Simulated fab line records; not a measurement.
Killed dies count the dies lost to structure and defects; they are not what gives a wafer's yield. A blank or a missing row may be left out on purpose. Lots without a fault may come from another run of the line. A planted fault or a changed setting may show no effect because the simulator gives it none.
Split-lot experiment || flow n5_finfet || 7 lots, 21 wafers read, on a route of 1938 steps

== THE SPLIT ITSELF ==
At N5_BEOL_M0_SAQP_ETCH_107 (etches SiNx in CH3F/O2, target depth 30 nm), the setting bias_w was moved away from the recipe's 73 W on 12 of the 21 wafers read, by -17.8% to +16.0%. The other wafers ran this setting at the recipe's value.

The reading comes from the split's own step.

== THE READING ==
rf_vpp_V, in V, at N5_BEOL_M0_SAQP_ETCH_107 (etches SiNx in CH3F/O2, target depth 30 nm). Fault-free wafers of this fab line usually give 297 V, standard deviation 4.3 V.

{"wafer": "L078.4", "tool, chamber at the split": "rie_diel-03, 3", "bias_w as run, W": 84.69, "against the recipe": "+16.0%", "rf_vpp_V, V": 337, "against lot-mates on the recipe": "+35"}
{"wafer": "L078.5", "tool, chamber at the split": "rie_diel-03, 0", "bias_w as run, W": 73, "against the recipe": "recipe", "rf_vpp_V, V": 302, "against lot-mates on the recipe": "-"}
{"wafer": "L078.6", "tool, chamber at the split": "rie_diel-03, 1", "bias_w as run, W": 84.69, "against the recipe": "+16.0%", "rf_vpp_V, V": 332, "against lot-mates on the recipe": "+30"}
{"wafer": "L080.1", "tool, chamber at the split": "rie_diel-04, 3", "bias_w as run, W": 73, "against the recipe": "recipe", "rf_vpp_V, V": 296, "against lot-mates on the recipe": "-"}
{"wafer": "L080.2", "tool, chamber at the split": "rie_diel-04, 1", "bias_w as run, W": 60.64, "against the recipe": "-16.9%", "rf_vpp_V, V": 256, "against lot-mates on the recipe": -40}
{"wafer": "L080.6", "tool, chamber at the split": "rie_diel-04, 2", "bias_w as run, W": 60.64, "against the recipe": "-16.9%", "rf_vpp_V, V": 259, "against lot-mates on the recipe": -37}
{"wafer": "L081.1", "tool, chamber at the split": "rie_diel-06, 1", "bias_w as run, W": 73, "against the recipe": "recipe", "rf_vpp_V, V": 290, "against lot-mates on the recipe": "-"}
{"wafer": "L081.3", "tool, chamber at the split": "rie_diel-06, 3", "bias_w as run, W": 73, "against the recipe": "recipe", "rf_vpp_V, V": 290, "against lot-mates on the recipe": "-"}
{"wafer": "L081.5", "tool, chamber at the split": "rie_diel-06, 3", "bias_w as run, W": 73, "against the recipe": "recipe", "rf_vpp_V, V": 292, "against lot-mates on the recipe": "-"}
{"wafer": "L083.1", "tool, chamber at the split": "rie_diel-04, 1", "bias_w as run, W": 60, "against the recipe": "-17.8%", "rf_vpp_V, V": 254, "against lot-mates on the recipe": -52}
{"wafer": "L083.2", "tool, chamber at the split": "rie_diel-04, 3", "bias_w as run, W": 60, "against the recipe": "-17.8%", "rf_vpp_V, V": 252, "against lot-mates on the recipe": -54}
{"wafer": "L083.4", "tool, chamber at the split": "rie_diel-04, 0", "bias_w as run, W": 73, "against the recipe": "recipe", "rf_vpp_V, V": 306, "against lot-mates on the recipe": "-"}
{"wafer": "L084.2", "tool, chamber at the split": "rie_diel-04, 2", "bias_w as run, W": 73, "against the recipe": "recipe", "rf_vpp_V, V": 298, "against lot-mates on the recipe": "-"}
{"wafer": "L084.5", "tool, chamber at the split": "rie_diel-04, 0", "bias_w as run, W": 73, "against the recipe": "recipe", "rf_vpp_V, V": 304, "against lot-mates on the recipe": "-"}
{"wafer": "L084.6", "tool, chamber at the split": "rie_diel-04, 1", "bias_w as run, W": 73, "against the recipe": "recipe", "rf_vpp_V, V": 295, "against lot-mates on the recipe": "-"}
{"wafer": "L088.1", "tool, chamber at the split": "rie_diel-06, 3", "bias_w as run, W": 62.49, "against the recipe": "-14.4%", "rf_vpp_V, V": 256, "against lot-mates on the recipe": "no lot-mate on the recipe"}
{"wafer": "L088.3", "tool, chamber at the split": "rie_diel-06, 0", "bias_w as run, W": 62.49, "against the recipe": "-14.4%", "rf_vpp_V, V": 266, "against lot-mates on the recipe": "no lot-mate on the recipe"}
{"wafer": "L088.4", "tool, chamber at the split": "rie_diel-06, 2", "bias_w as run, W": 62.49, "against the recipe": "-14.4%", "rf_vpp_V, V": 262, "against lot-mates on the recipe": "no lot-mate on the recipe"}
{"wafer": "L091.1", "tool, chamber at the split": "rie_diel-03, 0", "bias_w as run, W": 61.81, "against the recipe": "-15.3%", "rf_vpp_V, V": 263, "against lot-mates on the recipe": "no lot-mate on the recipe"}
{"wafer": "L091.4", "tool, chamber at the split": "rie_diel-03, 3", "bias_w as run, W": 61.81, "against the recipe": "-15.3%", "rf_vpp_V, V": 261, "against lot-mates on the recipe": "no lot-mate on the recipe"}
{"wafer": "L091.6", "tool, chamber at the split": "rie_diel-03, 0", "bias_w as run, W": 61.81, "against the recipe": "-15.3%", "rf_vpp_V, V": 264, "against lot-mates on the recipe": "no lot-mate on the recipe"}

FIT RESULTS
A straight line over all 21 wafers: rf_vpp_V changes by +2.37 V for each +1% of bias_w; r = +0.99; the points scatter about the line by 4.5 V.
The same after taking each lot's own level away (the mean of its wafers on the recipe; 15 wafers): +2.42 V for each +1%; r = +0.98; scatter 4.8 V.
That fit puts the effect of the largest move of bias_w on the reading at 43 V.
Measured against the standard deviation above, the lots' own levels, which go from 290.7 to 306.0 V, span 3.6 times it.
Hence the lot-to-lot level has little effect on the slope; both slopes agree.
Check: for one of the wafers moved furthest among these (-17.8%), held out of the fit, the line's prediction against its lot-mates is -43 V. Against them it came out at -52 V.
Tool readings at the split's step, against how far the setting was moved: rf_vpp_V r = +0.99.

== THESE WAFERS: OTHER SPLITS ==
These wafers also went through other splits before the reading. Each is held against what the fit with the lots' levels taken away leaves over:
{"other split on the same wafers": "N5_BEOL_M0_SAQP_PECVD_04 time_s", "wafers away from the commonest value": 4, "r with rf_vpp_V (lot level and that fit taken away)": -0.11}

== THE FILE'S OWN FIT ==
rf_vpp_V changes by +2.47 V for each +1% of bias_w, r = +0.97.
